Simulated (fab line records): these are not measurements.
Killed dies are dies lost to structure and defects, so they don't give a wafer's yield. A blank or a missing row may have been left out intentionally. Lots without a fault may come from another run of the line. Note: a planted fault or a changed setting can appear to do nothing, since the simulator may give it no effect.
fab line records	flow n5-finfet
record: lots: 7	wafers: 15	last-day: 17
route steps=1938 shown BEOL_M15@1812 PASS1_DEP@1831 MIM_BOT@1832 MIM_TOP@1834 MIM_TOP_LITHO@1839 MIM_TOP_ETCH@1851 PASSIVATION@1936
lots with no fault: from the same line, run without faults
start-h: start of the lot's first displayed wafer, in hours after the record's first day	wait-h: hours since the lot's step before	" same as the row above	L1.1+2: a row that stands for several wafers	- either no value or no given start	* or withheld: withheld	< > ~ a bound
route shown NAME@n: NAME is a module with steps in the file, n the number in the route of the first one	usual: average and standard deviation across the fault-free wafers	same: alike in all rows	chamber/n: place in a boat	sites: each site's reading	_std_site: standard deviation of those values	_edge_site: inner sites' mean taken away from outer sites' mean	radius-mm: for every site, how far away it sits from the centre of the wafer	mask NAME#n: copy n	behind: tool/chamber where the wafer was last shaped	hold: reason for holding the lot/hours on hold/outcome of the hold	device: names the non-switching transistor (n, p or np)	end of line: the route-end tests of the same wafers	step lacking rows: just its recipe	killed: the dies lost at the first sort to structure and to defects; this is not the yield of the wafer	map: a wafer's dies, marking killed ones x, the rest . and places with no die _
set.NAME: the setting that was run; set.NAME@STEP: the one run at that earlier step	model.NAME: the simulator's own value behind a step, which no gauge read
lots at some steps of the route; a table a step, a row a wafer
services: a tool's chamber out of use, with start hour (start-h, from the record's first day; less than 0 if before it), hours out, and reason
== steps ==
step: N5_BEOL_M15_STRIP_62
recipe: chemistry: O2	power-w: 600	temp-c: 60	pressure-mtorr: 30	rf-frequency-hz: 6e+07	bias-power-w: 0	overash-fraction: 0.3	o2-flow-sccm: 225
usual: drypump-motor-current-A: 5.6/0.51	o2-flow-sccm: 225.0/0.65	oes-product-au: 0.78/0.074	rf-vpp-V: 3.6/0.44	showerhead-plenum-p-Torr: 2.09/0.071	throttle-valve-pct: 16.71/0.22
lot.wafer	tool	chamber	start-h	wait-h	drypump-motor-current-A	o2-flow-sccm	oes-product-au	rf-hours-counter-h	rf-vpp-V	showerhead-plenum-p-Torr	throttle-valve-pct
L247.2	rie-diel-06	0	-	-	5.5	223.0	0.73	185	3.8	2.00	16.96
L247.5	"	2	"	"	5.7	225.5	0.72	-	3.7	2.00	17.06
L247.6	"	1	"	"	5.4	225.7	0.84	-	2.8	2.12	16.74
L248.6	rie-diel-03	0	-	-	5.3	225.0	0.68	-	4.3	2.16	16.77
L249.4	rie-diel-05	3	-	-	5.4	225.4	0.72	208	4.0	2.17	16.75
L250.5	rie-diel-05	1	-	-	5.6	225.1	0.88	-	3.3	2.22	16.68
L260.2	rie-diel-06	3	-	-	6.8	224.7	0.80	97	3.0	2.11	16.50
L260.3	"	1	"	"	5.3	224.9	0.81	117	3.2	2.11	16.78
L260.5	"	2	"	"	5.7	225.1	0.70	-	4.7	1.99	17.13
L259.2	rie-diel-05	2	-	-	6.0	225.8	0.89	38	3.5	2.05	16.61
L259.4	"	0	"	"	5.3	225.7	0.72	216	3.8	2.06	16.53
L259.5	"	1	"	"	5.6	224.2	0.85	-	3.3	2.22	16.70
L262.1	rie-diel-05	1	-	-	5.6	225.3	0.83	56	3.3	2.21	16.70
L262.4	"	3	"	"	5.4	223.8	0.70	-	3.1	2.16	16.77
L262.5	"	0	"	"	5.3	225.3	0.71	-	3.5	2.06	16.54
step: N5_BEOL_M15_STRIP_37
recipe: chemistry: O2	power-w: 600	temp-c: 60	pressure-mtorr: 30	rf-frequency-hz: 6e+07	bias-power-w: 0	overash-fraction: 0.3	o2-flow-sccm: 225
step: N5_BEOL_M15_ETCH_38
recipe: chemistry: CF4/N2	target: SiCN	target-depth-a: 1064	taper-deg: 2	time-s: 120.5	ion-energy-ev: 150	mask-material: SiO2	pressure-mtorr: 40	source-w: 430	bias-w: 70	Ar_flow_sccm: 100	cf4-flow-sccm: 60	n2-flow-sccm: 60
step: N5_BEOL_M15_PRECLEAN_39
recipe: chemistry: residue-remover	time-s: 60	temp-c: 40
step: N5_BEOL_M15_SRD_40
recipe: time-s: 30	temp-c: 23	rinse-liquid: diw	dry: n2-spin	spin-rpm: 1500	dry-time-s: 30
step: N5_BEOL_M15_DEGAS_41
recipe: ambient: vacuum	temp-c: 300	time-s: 60
usual: heater-power-w: 439/22
lot.wafer	tool	chamber	start-h	wait-h	heater-power-w
L247.2	pvd-sputter-03	-	287.94	0.2	423
L247.5	"	-	"	"	417
L247.6	"	-	"	"	482
L248.6	pvd-sputter-03	-	299.73	0.4	470
L249.4	pvd-sputter-01	-	301.72	1.6	442
L250.5	pvd-sputter-03	-	302.82	0.6	422
L260.2	pvd-sputter-03	-	364.74	1.7	424
L260.3	"	-	"	"	442
L260.5	"	-	"	"	432
L259.2	pvd-sputter-02	-	366.05	0.2	386
L259.4	"	-	"	"	416
L259.5	"	-	"	"	465
L262.1	pvd-sputter-01	-	386.60	0.4	438
L262.4	"	-	"	"	422
L262.5	"	-	"	"	423
step: N5_BEOL_M15_PRE_CLEAN_42
recipe: gas: H2/He	time-s: 30	temp-c: 300
step: N5_BEOL_M15_SPUTTER_43
recipe: material: TaN	target-thk-a: 150	temp-c: 50	bias-v: 168.6	power-w: 15000	chamber-pressure-pa: 0.12	time-s: 24.19
step: N5_BEOL_M15_SPUTTER_44
recipe: material: Ta	target-thk-a: 150	temp-c: 50	bias-v: 80	power-w: 15000	chamber-pressure-pa: 0.07	time-s: 24.19
step: N5_BEOL_M15_SPUTTER_45
recipe: material: Cu	target-thk-a: 1000	temp-c: -20	bias-v: 60	power-w: 26000	chamber-pressure-pa: 0.13	time-s: 16.67
step: N5_BEOL_M15_ECD_47
recipe: material: Cu	target-thk-a: 18600
step: N5_BEOL_M15_ANNEAL_48
recipe: temp-c: 225	time-s: 90	ambient: N2
step: N5_BEOL_M15_CMP_49
recipe: stop-on: SiO2	t-overpolish-s: 4.9	down-force-psi: 2	platen-rpm: 80	clearing-platen-down-force-psi: 2	clearing-platen-rpm: 80	post-cmp-clean: cu-alkaline	target-thk-nm: 850	clearing-platen-pad-velocity-m-s: 1.5917	pad-velocity-m-s: 1.5917
usual: barrier-field-endpoint-s: 11.39/0.25	clearing-platen-down-force-psi: 2.000/0.0042	clearing-platen-rpm: 80.00/0.04	head-pressure-psi: 2.000/0.0043	motor-current-A: 8.4/0.88	overpolish-run-s: 4.899/0.0089
same: t-overpolish-s: 4.9
lot.wafer	tool	chamber	start-h	wait-h	barrier-field-endpoint-s	clearing-platen-down-force-psi	clearing-platen-rpm	head-pressure-psi	motor-current-A	overpolish-run-s
L247.2	cmp-04	0	289.15	0.2	11.39	1.997	79.99	1.999	8.3	4.910
L247.6	"	3	"	"	11.19	2.004	79.99	2.002	7.6	4.890
L247.5	"	0	"	"	11.35	2.002	79.95	2.002	8.1	4.905
L248.6	cmp-04	2	300.76	0.2	11.33	1.998	79.99	1.993	8.8	4.899
L249.4	cmp-04	2	302.76	0.2	11.06	2.001	80.02	2.001	9.1	4.898
L250.5	cmp-04	2	303.85	0.2	11.08	1.994	80.05	2.000	8.4	4.905
L260.3	cmp-02	0	365.64	0.2	11.24	2.001	79.99	2.005	7.2	4.894
L260.2	"	3	"	"	11.22	1.997	80.02	1.996	8.4	4.900
L260.5	"	0	"	"	11.18	1.997	80.04	1.999	7.4	4.898
L259.4	cmp-02	2	366.98	0.1	10.84	1.994	80.03	1.995	7.5	4.910
L259.2	"	3	"	"	11.18	1.997	80.05	2.009	8.3	4.895
L259.5	"	3	"	"	11.40	2.006	79.97	2.009	8.6	4.906
L262.1	cmp-02	2	387.53	0.3	11.20	2.000	80.03	1.995	7.0	4.882
L262.4	"	3	"	"	11.44	1.999	80.07	1.999	8.6	4.902
L262.5	"	2	"	"	11.56	2.001	80.07	2.004	7.1	4.901
step: N5_BEOL_M15_PRE_CLEAN_52
recipe: gas: NH3	time-s: 15	temp-c: withheld	rf-power-w: 300
step: N5_BEOL_M15_DEP_53
recipe: material: SiCN	target-thk-a: 500	temp-c: withheld	precursor: 3MS/NH3	pressure-torr: 3	rf-w: 675	time-s: 17.8
step: N5_PASSIVATION_PECVD_00
recipe: material: SiO2	target-thk-a: 2000	temp-c: 400	precursor: SiH4/N2O	pressure-torr: 2.7	rf-w: 608	time-s: 11.2
usual: heater-power-w: 629/59	showerhead-plenum-p-Torr: 8.21/0.1	throttle-valve-pct: 51.7/2
lot.wafer	tool	chamber	start-h	wait-h	heater-power-w	showerhead-plenum-p-Torr	throttle-valve-pct
L247.2	pecvd-03	2	290.55	0.7	614	8.09	51.6
L247.5	"	2	"	"	622	8.08	51.8
L247.6	"	1	"	"	634	8.20	51.5
L248.6	pecvd-03	2	302.07	0.1	552	8.10	52.0
L249.4	pecvd-03	2	304.15	0.4	638	8.08	51.8
L250.5	pecvd-01	1	305.15	0.2	677	8.23	51.1
L260.2	pecvd-04	1	367.14	0.7	485	8.01	55.6
L260.3	"	2	"	"	543	8.30	52.5
L260.5	"	2	"	"	564	8.31	52.5
L259.2	pecvd-03	0	368.41	0.7	601	8.37	50.0
L259.4	"	1	"	"	650	8.18	51.1
L259.5	"	2	"	"	603	8.09	52.4
L262.1	pecvd-04	2	388.97	0.8	669	8.29	52.5
L262.4	"	2	"	"	680	8.28	52.5
L262.5	"	0	"	"	534	8.20	52.5
step: N5_MIM_BOT_DEGAS_01
recipe: ambient: vacuum	temp-c: 300	time-s: 60
step: N5_MIM_BOT_SPUTTER_00
recipe: material: TiN	target-thk-a: 350	temp-c: 200	power-w: 3000	chamber-pressure-pa: 0.49996	gas: Ar	reactive-partial-pa: 0.37997	time-s: 89.7
step: N5_MIM_TOP_ALD_00
recipe: material: Al2O3	target-thk-a: *	temp-c: withheld	ald-precursor-family: TMA	ald-co-reactant: O3	pulse-time-s: withheld	purge-time-s: 3	co-reactant-purge-time-s: withheld	co-reactant-pulse-time-s: 3	ald-cycles: withheld
step: N5_MIM_TOP_ALD_01
recipe: material: HfO2	target-thk-a: 56	temp-c: withheld	ald-precursor-family: Hf-amide	ald-co-reactant: O3	pulse-time-s: 1	purge-time-s: 3	co-reactant-purge-time-s: 2	co-reactant-pulse-time-s: 3	ald-cycles: 62
step: N5_MIM_TOP_ALD_02
recipe: material: Al2O3	target-thk-a: *	temp-c: withheld	ald-precursor-family: TMA	ald-co-reactant: O3	pulse-time-s: withheld	purge-time-s: 3	co-reactant-purge-time-s: withheld	co-reactant-pulse-time-s: 3	ald-cycles: withheld
step: N5_MIM_TOP_DEGAS_04
recipe: ambient: vacuum	temp-c: 300	time-s: 60
step: N5_MIM_TOP_SPUTTER_03
recipe: material: TiN	target-thk-a: 350	temp-c: 200	power-w: 3000	chamber-pressure-pa: 0.49996	gas: Ar	reactive-partial-pa: 0.37997	time-s: 89.7
step: N5_MIM_TOP_LITHO_HMDS_01
recipe: time-s: 60	temp-c: 120
step: N5_MIM_TOP_LITHO_COAT_02
recipe: spin-rpm: *	resist-thk-nm: *
step: N5_MIM_TOP_LITHO_EBR_04
recipe: solvent: PGMEA	ebr-width-mm: 1.5
step: N5_MIM_TOP_LITHO_SOFTBAKE_03
recipe: temp-c: 100	time-s: 90
step: N5_MIM_TOP_LITHO_EXPOSE_05
recipe: mask-id: MIM_TOP	na: 0.55	source-shape: conventional	sigma-outer: 0.8	polarization: unpolarized	target-cd-nm: 2000	dose-mj: 20.5
step: N5_MIM_TOP_LITHO_PEB_06
recipe: peb-temp-c: withheld	peb-time-s: *
step: N5_MIM_TOP_LITHO_DEVELOP_07
recipe: develop-time-s: 60	rinse-liquid: diw	dry: air-spin	dev-temp-c: 21
step: N5_MIM_TOP_LITHO_HARDBAKE_09
recipe: temp-c: 130	time-s: 120
step: N5_MIM_TOP_LITHO_CD_MEAS_08
recipe: target-cd-nm: 2000	landing-energy-ev: 500	detector: se-inlens
usual: cd-nm: 2000.0/1.4
lot.wafer	tool	chamber	start-h	wait-h	cd-nm
L247.2	cd-sem-02	0	292.92	-	2000.9
L247.5	"	0	"	"	2000.7
L247.6	"	0	"	"	1998.0
L248.6	cd-sem-02	0	305.87	-	1998.2
L249.4	cd-sem-02	0	306.92	-	2001.1
L250.5	cd-sem-02	0	307.20	-	1999.9
L260.2	cd-sem-01	0	368.38	-	2000.3
L260.3	"	0	"	"	1999.2
L260.5	"	0	"	"	1998.5
L259.2	cd-sem-01	0	369.57	-	1998.5
L259.4	"	0	"	"	2001.8
L259.5	"	0	"	"	1998.8
L262.1	cd-sem-01	0	391.60	-	2002.4
L262.4	"	0	"	"	2001.6
L262.5	"	0	"	"	1998.7
step: N5_MIM_TOP_LITHO_OVL_MEAS_11
recipe: points-per-wafer: 44
usual: MIM_TOP_OVL: -1/5.7
lot.wafer	tool	chamber	start-h	wait-h	MIM_TOP_OVL[nm]
L247.2	overlay-01	0	292.94	0.0	-7
L247.5	"	0	"	"	-2
L247.6	"	0	"	"	-4
L248.6	overlay-02	0	305.89	0.0	-2
L249.4	overlay-02	0	306.95	0.0	-1
L250.5	overlay-01	0	307.23	0.0	0
L260.2	overlay-01	0	368.42	0.0	5
L260.3	"	0	"	"	-5
L260.5	"	0	"	"	4
L259.2	overlay-02	0	369.60	0.0	-4
L259.4	"	0	"	"	-5
L259.5	"	0	"	"	0
L262.1	overlay-01	0	391.63	0.0	-7
L262.4	"	0	"	"	6
L262.5	"	0	"	"	-3
step: N5_MIM_TOP_LITHO_DESCUM_10
recipe: chemistry: O2	time-s: 7.9	source-power-w: 50	bias-power-w: 20	pressure-mtorr: 20	rf-frequency-hz: 2.712e+07	temp-c: 40	o2-flow-sccm: 225
step: N5_MIM_TOP_ETCH_ETCH_00
recipe: chemistry: Cl2/BCl3	target: TiN	target-depth-a: 385	ion-energy-ev: 150	pressure-mtorr: 10	icp-w: 1000	bias-w: 126	Cl2_flow_sccm: 53.25	bcl3-flow-sccm: 21.75	Ar_flow_sccm: 25
step: N5_MIM_TOP_ETCH_STRIP_01
recipe: chemistry: O2	power-w: 600	temp-c: 60	pressure-mtorr: 30	rf-frequency-hz: 6e+07	bias-power-w: 0	overash-fraction: 0.5	o2-flow-sccm: 225
usual: drypump-motor-current-A: 5.6/0.49	o2-flow-sccm: 225.0/0.65	oes-product-au: 0.78/0.081	rf-vpp-V: 3.6/1.2	showerhead-plenum-p-Torr: 2.10/0.069	throttle-valve-pct: 16.69/0.23
lot.wafer	tool	chamber	start-h	wait-h	drypump-motor-current-A	o2-flow-sccm	oes-product-au	rf-hours-counter-h	rf-vpp-V	showerhead-plenum-p-Torr	throttle-valve-pct
L247.2	rie-diel-05	1	293.88	0.1	5.6	224.4	0.88	29	4.9	2.22	16.67
L247.5	"	1	"	"	5.6	225.4	0.88	-	2.8	2.22	16.68
L247.6	"	0	"	"	5.3	225.3	0.73	-	1.0	2.07	16.47
L248.6	rie-diel-05	2	306.20	0.0	6.0	224.6	0.93	-	2.3	2.05	16.56
L249.4	rie-diel-03	2	307.28	0.1	4.8	224.1	0.87	36	3.6	2.05	16.16
L250.5	rie-diel-06	1	307.53	0.0	5.3	225.4	0.83	-	7.5	2.11	16.77
L260.2	rie-diel-05	0	368.70	0.1	5.3	225.1	0.72	217	3.4	2.06	16.54
L260.3	"	2	"	"	6.0	225.3	0.89	39	4.4	2.05	16.64
L260.5	"	3	"	"	5.4	225.0	0.70	-	6.4	2.16	16.81
L259.2	rie-diel-06	0	370.01	0.2	5.4	225.2	0.73	209	3.3	1.99	16.95
L259.4	"	1	"	"	5.3	223.8	0.81	119	2.6	2.11	16.81
L259.5	"	1	"	"	5.3	223.9	0.82	-	2.5	2.11	16.79
L262.1	rie-diel-03	1	391.93	0.1	5.2	225.6	0.95	11	3.9	2.14	16.39
L262.4	"	1	"	"	5.2	225.0	0.93	-	3.0	2.14	16.35
L262.5	"	2	"	"	4.8	225.6	0.84	-	2.4	2.04	16.25
step: N5_MIM_TOP_ETCH_PECVD_03
recipe: material: SiNx	target-thk-a: 200	temp-c: 400	precursor: SiH4/NH3/N2	pressure-torr: 1.5	rf-w: 300	time-s: 17.6
usual: heater-power-w: 737/64	showerhead-plenum-p-Torr: 5.16/0.075	throttle-valve-pct: 40.1/1.5
lot.wafer	tool	chamber	start-h	wait-h	heater-power-w	showerhead-plenum-p-Torr	throttle-valve-pct
L247.2	pecvd-03	0	293.95	-	769	5.27	38.7
L247.5	"	1	"	"	760	5.16	40.0
L247.6	"	2	"	"	762	5.09	40.1
L248.6	pecvd-03	2	306.26	-	765	5.09	40.2
L249.4	pecvd-04	0	307.36	-	693	5.16	41.0
L250.5	pecvd-03	2	307.60	-	667	5.09	40.1
L260.2	pecvd-04	2	368.77	-	748	5.22	40.8
L260.3	"	1	"	"	726	5.05	43.2
L260.5	"	0	"	"	616	5.18	40.6
L259.2	pecvd-03	0	370.07	-	730	5.27	38.7
L259.4	"	1	"	"	784	5.16	39.9
L259.5	"	0	"	"	726	5.27	38.6
L262.1	pecvd-03	1	391.99	-	794	5.15	39.8
L262.4	"	0	"	"	696	5.28	38.7
L262.5	"	2	"	"	740	5.08	40.6
step: N5_PASSIVATION_PROBE_49
usual: defect-limited-yield: 91.1/1.4	killed_at_M0_to_M3: 35/8.7	killed_at_M4_up: 14/5.3	killed-at-contacts: 12/6.2	killed-at-front-end: 41/12	killed-at-other: 3.4/2.6	killed-dies: 105/16	killed-on-rim: 14/3.8	killed-open: 67/13	killed-short: 36/7.3	sort_bin_5_function: 5.2/0.96	sort_bin_6_memory: 3.3/0.6	sort-n-pass: 1075/16	sort-yield-pct: 91.1/1.4
same: gross-dies: 1180	killed-at-back-side: 0	sort_bin_4_leakage[%]: 0	sort_bin_8_speed[%]: 0
lot.wafer	tool	chamber	start-h	wait-h	defect-limited-yield[%]	killed_at_M0_to_M3	killed_at_M4_up	killed-at-contacts	killed-at-front-end	killed-at-other	killed-dies	killed-on-rim	killed-open	killed-short	sort_bin_5_function[%]	sort_bin_6_memory[%]	sort-n-pass	sort-yield-pct[%]
L248.6	prober-01	-	315.43	0.3	45.2	22	573	14	34	4	647	90	58	24	35.5	16.7	533	45.2
L250.5	prober-02	-	318.12	0.2	47.1	23	561	6	32	2	624	75	55	23	34.7	15.6	556	47.1
L249.4	prober-01	-	318.78	0.2	47.5	26	545	4	44	1	620	81	53	31	31.5	17.5	560	47.5
killed by level:class
L248.6 BEOL_M15:unspecified=565 MOL_CONTACT_COAG:geometric-particle:open=11 STI_FIN_REVEAL:geometric-particle:open=8 BEOL_M0_SAQP:geometric-particle:open=7 ILD0:geometric-particle:open=5 FIN_SAQP:geometric-particle:short=4 BEOL_M3:geometric-particle:open=4 FIN_SAQP:geometric-particle:open=3
L250.5 BEOL_M15:unspecified=543 FIN_SAQP:geometric-particle:open=9 STI_FIN_REVEAL:geometric-particle:open=7 BEOL_M4:geometric-particle:open=7 MOL_CONTACT_COAG:geometric-particle:open=5 BEOL_M2:geometric-particle:open=5 FIN_SAQP:geometric-particle:short=4 BEOL_M0_SAQP:geometric-particle:open=3
L249.4 BEOL_M15:unspecified=534 FIN_SAQP:geometric-particle:open=15 FIN_SAQP:geometric-particle:short=9 STI_FIN_REVEAL:geometric-particle:open=6 BEOL_M1:geometric-particle:short=6 MOL_CONTACT_COAG:geometric-particle:open=4 BEOL_M1:geometric-particle:open=4 BEOL_M2:geometric-particle:open=4
map L248.6 (x killed, . not)
_________________xx.xxxxx..xx________________
______________xxxxxxx.xxx..x..xx_____________
___________..xxxxx.xx.xx.x.xxxxxxx.__________
__________.xxx.x.x...xxxx.xxx.xxxx.._________
________x...xxx..x.xxxxx.xx..xx..x..x._______
_______.x.x.xx.xxxxx..x.xx.x..x.....xx.______
______xx..x.xxx.xx..xxxx.xx.x..xxxxx...._____
_____.x..xxx.xxxxx....xx...xxx.x....xx.x.____
____x.x.xxxx.xx...xx..x.x...x..x.xxxxx....___
___.x..x.x..x.x..x.xxx.xxx.x.xxx..x..x.xx.x__
___.xx.xxx.xxx..x.xx..xxxx.xx..xx..x....xxx__
__x.xxxxxxx.x..xx.x..x.xxxx..x.x.xxx.x.xx.xx_
__xxxxx.x.xx..x.xxxx...xx.xx..xx..x.xxx..xxx_
_...xx.x..xx.xxx....x..xx.xxxx..xxx..x.xx.xxx
_x.x.xxx...xxxx.xxxx.x....x.xxx.x.xx.x.xxxxxx
_.......x..xxx...xxxx....x...x..x.xx....x.x.x
_..x.xx..x.xxxxxxxxxxx.x.xx.xxx.x.x..x.x.xxxx
_....x.xx...x.xxxxxx.....xx.xxxxxxxx.x.x..x..
_........x.x..x.x.x......x.x..xx..xxx..x.x...
_.xx.xxxxx.x..xx.xxx..xxxxx..xxx.x.xxx.xxxx.x
_.x..x.x.xx..x.xx....xxx.x.x..xxxxx.xx.....xx
__x.xx..x......x..xx.x....xxxxxxx...x.xx.x.x_
__xx...xx.x..x.xxxxx.x.xxx.xx.x..xx.xxxxxxx._
___x..xx.xxxx.x..xx.x......xx....x.xx...x..__
___x........x....xxx..xxx....x.x...xxxxxx..__
____.xxx..x.x..xxx...x.xx.xxxxxx.x.x.xx..x___
_____..xx.x..x.x.x....xxxxx.xx..xxx..xxxx____
______xxxxx..x.x...xxxx..x.x.xxxx..xx..x_____
_______xx.....xx.....x..xxxxxx.....x...______
________x.xxx..xx.xx..xx.xxxxxxx...xxx_______
__________xxx.xxxx..xxx..x.xx.....xx_________
___________.xxxxxx.xxx..x.xx..xxx..__________
______________xxx.x.x..x...xx.xx_____________
_________________x.x...x.x.xx________________
map L249.4 (x killed, . not)
_________________.xx.x.xxxx..________________
______________..x.xx..x.xxx.xxxx_____________
___________xx.x.xxx.x.x.xx.xxxx.xxx__________
__________xx.xxxxxx..xxxxxxx...xx.xx_________
________.x......xx..x.xxxx....x.xxxxx._______
_______.x..x.....x...xxx.x.xxxxxxxx.x.x______
______x..x..x......x.x...xx..xxxx.xxx..._____
_____x...xxxxx..x.x.x.x..x..x...x..xxx..x____
____....x.xxxxxx.x.x..x...xxx.x..x...x....___
___..x.x.x.x....x...xx..x.....x.xxxxx......__
___x.x...xxx.xx..x.xxx...x.xxxx...x.xx.xxx.__
__.xxxxxxxx.xxx.x.xx.x..xx.xx.xxxx....xx..x._
__...xxx.x.xx..x.x.xx.x.x.x..xx.x..........x_
_..xxx.xx.xxxx.xxxx.x.xxxxxxx.x..xx.x.x..x.xx
_xx..xx...x.xxxxx.xx.x..xxx.x..x..xx....x..x.
_xxxx...xxx.x.xxxx.x.xx.xx..xxx.xx.xx..x.xxx.
_.x..xxxxxx..x.xx..x.xxxxx..xxx..xx.xxx.xx.xx
_xx.xx.x.xxxx..xxx...xxx.xxxx.xx.xx....xx.xx.
_x..xx.....xx.xx.xx..xx.xxx.x..xx.x.xx..xxxx.
_x........x..xx..x....x..x.x.x...xxxx..x.x.xx
_x.xxx..xx..x....x.xxx.xxxx....x..xxxxx.xxxxx
__x..xx.x.x.x...xx...xxx.xxxx...x...xxxxx.x._
__x....xx.....xxx.x.xxxx.x.x..xx.x.....xxx.x_
___.x.x..x.x...xx..xx.xxx.xx.x...x...xx.x.x__
___x.x.x.x.xxx..x..x......xx.x.xxx..x.xxxxx__
____x.xxx.x.xx...xxxxx.x..xx.....xxxxx....___
_____x.xxx....xx.xx...x.x...x.....xxxx..x____
______x..x..xxx.......xx..xx.......x.x.x_____
_______....xx.xxx.x.xx.xx.x..x.x.xxx.xx______
________...x...x..xxxx..xxx..xxxx..x.x_______
__________.x..xx..x..xx.xxxxxxxx..xx_________
___________..xx...xxx.xxxx.xxx....x__________
______________xx.x..x..xx....xxx_____________
_________________x.xx...xx.xx________________
== services ==
tool	chamber	start-h	hours	kind
cmp-02	-	264.82	10.7	pm
rie-diel-05	2	283.44	5.7	repair
pecvd-04	1	284.82	5.5	scheduled-down
pecvd-03	0	288.33	5.5	scheduled-down
rie-diel-03	1	291.24	4.8	repair
rie-diel-03	-	296.14	0.2	repair
rie-diel-06	-	307.82	0.2	repair
cmp-02	-	308.38	3.8	repair
cmp-02	-	328.15	4.0	pm
pecvd-03	2	330.10	2.1	scheduled-down
cmp-02	-	332.15	-	consumable-replace:conditioner
pecvd-03	0	332.84	21.3	repair
pecvd-01	-	335.32	46.5	repair
cmp-04	-	340.01	0.6	repair
rie-diel-03	0	341.19	7.5	repair
pvd-sputter-01	-	363.13	9.5	repair
pvd-sputter-02	-	369.14	3.4	repair
rie-diel-06	1	372.25	20.2	repair
pecvd-04	1	383.62	-	clean
pecvd-04	1	383.62	-	consumable-replace:showerhead
pecvd-04	1	383.62	29.0	scheduled-down
pecvd-04	1	383.62	29.0	vent-cycle
rie-diel-05	2	385.76	2.4	repair
cmp-02	-	385.79	1.3	repair
== key ==
first-sign: step: N5_PASSIVATION_PROBE_49	reading: killed_at_M4_up	direction: up	sigmas: 99+	usual: 14	struck: 560
effect: step: N5_PASSIVATION_PROBE_49	reading: defect-limited-yield	direction: down	sigmas: 32	usual: 91.1	struck: 46.6
more-kills-born-at: N5_BEOL_M15_CMP_49@cmp-04: 1642
met-at N5_BEOL_M15_CMP_49
struck-wafers L248.6,L249.4,L250.5
earlier-fault: kind: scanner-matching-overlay	tool: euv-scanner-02	chamber: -	onset-h: 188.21	steps: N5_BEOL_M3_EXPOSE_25	offset: 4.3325
fault: kind: chamber-particle-source	tool: cmp-04	chamber: 2	onset-h: 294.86	steps: N5_BEOL_M15_CMP_49	rate-per-visit-cm2: 1.1897
